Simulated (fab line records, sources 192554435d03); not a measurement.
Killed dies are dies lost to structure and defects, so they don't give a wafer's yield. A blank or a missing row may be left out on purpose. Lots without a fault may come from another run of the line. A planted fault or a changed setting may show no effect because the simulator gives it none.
Split-lot experiment | flow n5_finfet | 7 lots, 39 wafers read, on a route of 1938 steps

THE SPLIT
At N5_PMOS_HMC_CHANNEL_EPI_DEVELOP_08 (develop time 30 s), the setting develop_time_s was moved away from the recipe's 30 s on 18 of the 39 wafers read, by -59.6% to +57.9%. The other wafers ran this setting at the recipe's value.

The file shows no step between the split and the reading.

THE READING
cd_nm, in nm, at N5_PMOS_HMC_CHANNEL_EPI_CD_MEAS_09 (target cd 237.4 nm). Fault-free wafers of this fab line usually give 237.1 nm, standard deviation 0.8 nm.

wafer  | tool, chamber at the split | develop_time_s as run, s | against the recipe | cd_nm, nm | against lot-mates on the recipe
L075.1 | litho_track-02, 0          | 30                       | recipe             | 239.2     | -
L075.3 | litho_track-02, 0          | 30                       | recipe             | 238.8     | -
L075.4 | litho_track-02, 0          | 30                       | recipe             | 238.5     | -
L081.1 | litho_track-03, 0          | 30                       | recipe             | 235.8     | -
L081.2 | litho_track-03, 0          | 12.11                    | -59.6%             | 230.0     | -5.8
L081.3 | litho_track-03, 0          | 12.11                    | -59.6%             | 229.7     | -6.1
L081.4 | litho_track-03, 0          | 12.11                    | -59.6%             | 228.5     | -7.3
L081.5 | litho_track-03, 0          | 30                       | recipe             | 235.5     | -
L081.6 | litho_track-03, 0          | 30                       | recipe             | 236.1     | -
L082.1 | litho_track-02, 0          | 30                       | recipe             | 238.0     | -
L082.2 | litho_track-02, 0          | 30                       | recipe             | 236.5     | -
L082.3 | litho_track-02, 0          | 38.6                     | +28.7%             | 238.3     | +1.0
L082.4 | litho_track-02, 0          | 38.6                     | +28.7%             | 238.1     | +0.8
L082.5 | litho_track-02, 0          | 30                       | recipe             | 237.3     | -
L082.6 | litho_track-02, 0          | 38.6                     | +28.7%             | 239.4     | +2.1
L086.1 | litho_track-03, 0          | 43.47                    | +44.9%             | 240.2     | +3.0
L086.2 | litho_track-03, 0          | 43.47                    | +44.9%             | 239.3     | +2.1
L086.3 | litho_track-03, 0          | 30                       | recipe             | 237.3     | -
L086.4 | litho_track-03, 0          | 30                       | recipe             | 236.9     | -
L086.5 | litho_track-03, 0          | 43.47                    | +44.9%             | 239.1     | +1.9
L086.6 | litho_track-03, 0          | 30                       | recipe             | 237.5     | -
L089.1 | litho_track-03, 0          | 47.37                    | +57.9%             | 240.2     | +2.5
L089.2 | litho_track-03, 0          | 47.37                    | +57.9%             | 240.8     | +3.1
L089.3 | litho_track-03, 0          | 30                       | recipe             | 238.3     | -
L089.4 | litho_track-03, 0          | 30                       | recipe             | 236.9     | -
L089.5 | litho_track-03, 0          | 47.37                    | +57.9%             | 240.8     | +3.1
L089.6 | litho_track-03, 0          | 30                       | recipe             | 238.0     | -
L091.1 | litho_track-02, 0          | 30                       | recipe             | 237.7     | -
L091.2 | litho_track-02, 0          | 41.38                    | +37.9%             | 240.0     | +2.2
L091.3 | litho_track-02, 0          | 30                       | recipe             | 237.4     | -
L091.4 | litho_track-02, 0          | 41.38                    | +37.9%             | 239.4     | +1.6
L091.5 | litho_track-02, 0          | 30                       | recipe             | 238.2     | -
L091.6 | litho_track-02, 0          | 41.38                    | +37.9%             | 239.3     | +1.5
L094.1 | litho_track-02, 0          | 14.11                    | -53.0%             | 232.6     | -5.2
L094.2 | litho_track-02, 0          | 30                       | recipe             | 237.6     | -
L094.3 | litho_track-02, 0          | 30                       | recipe             | 238.4     | -
L094.4 | litho_track-02, 0          | 14.11                    | -53.0%             | 232.1     | -5.7
L094.5 | litho_track-02, 0          | 14.11                    | -53.0%             | 231.7     | -6.1
L094.6 | litho_track-02, 0          | 30                       | recipe             | 237.3     | -

THE FIT
A straight line over all 39 wafers: cd_nm changes by +0.0852 nm for each +1% of develop_time_s; r = +0.92; the points scatter about the line by 1.2 nm.
The same after taking each lot's own level away (the mean of its wafers on the recipe; 39 wafers): +0.078 nm for each +1%; r = +0.95; scatter 0.86 nm.
On that fit, the largest move of develop_time_s shifts the reading by 4.7 nm.
The lots' own levels span 235.80 to 238.83 nm, that is 3.8 times the standard deviation above.
So the lot-to-lot level changes the slope little: the two slopes agree.
Check: with one of the wafers moved furthest among these (-59.6%) left out of the fit, the line predicts -5.21 nm for it against its lot-mates. It came out at -5.8 nm against them.

THE WHOLE CHAIN: every reading that the file lists as answering this split, in the file's order
step                               | what it does                                                      | reading                                                                     | change (the file's fit)                | r (the file's)
N5_PMOS_HMC_CHANNEL_EPI_CD_MEAS_09 | target cd 237.4 nm                                                | cd_nm                                                                       | +0.0758 nm for each +1% of the setting | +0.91
N5_PMOS_HMC_CHANNEL_EPI_DESCUM_14  | chemistry O2, time 7.9 s                                          | PMOS_HMC_CHANNEL_EPI.cd_nm (the simulator's own value, which no gauge read) | +0.0765 nm for each +1% of the setting | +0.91
N5_PMOS_HMC_CHANNEL_EPI_HM_OPEN_15 | chemistry CHF3/O2, target SiO2, target depth 40.6 nm, time 20.3 s | PMOS_HMC_CHANNEL_EPI.cd_nm (the simulator's own value, which no gauge read) | +0.0767 nm for each +1% of the setting | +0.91

THE FILE'S OWN FIT
cd_nm changes by +0.0758 nm for each +1% of develop_time_s, r = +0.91.
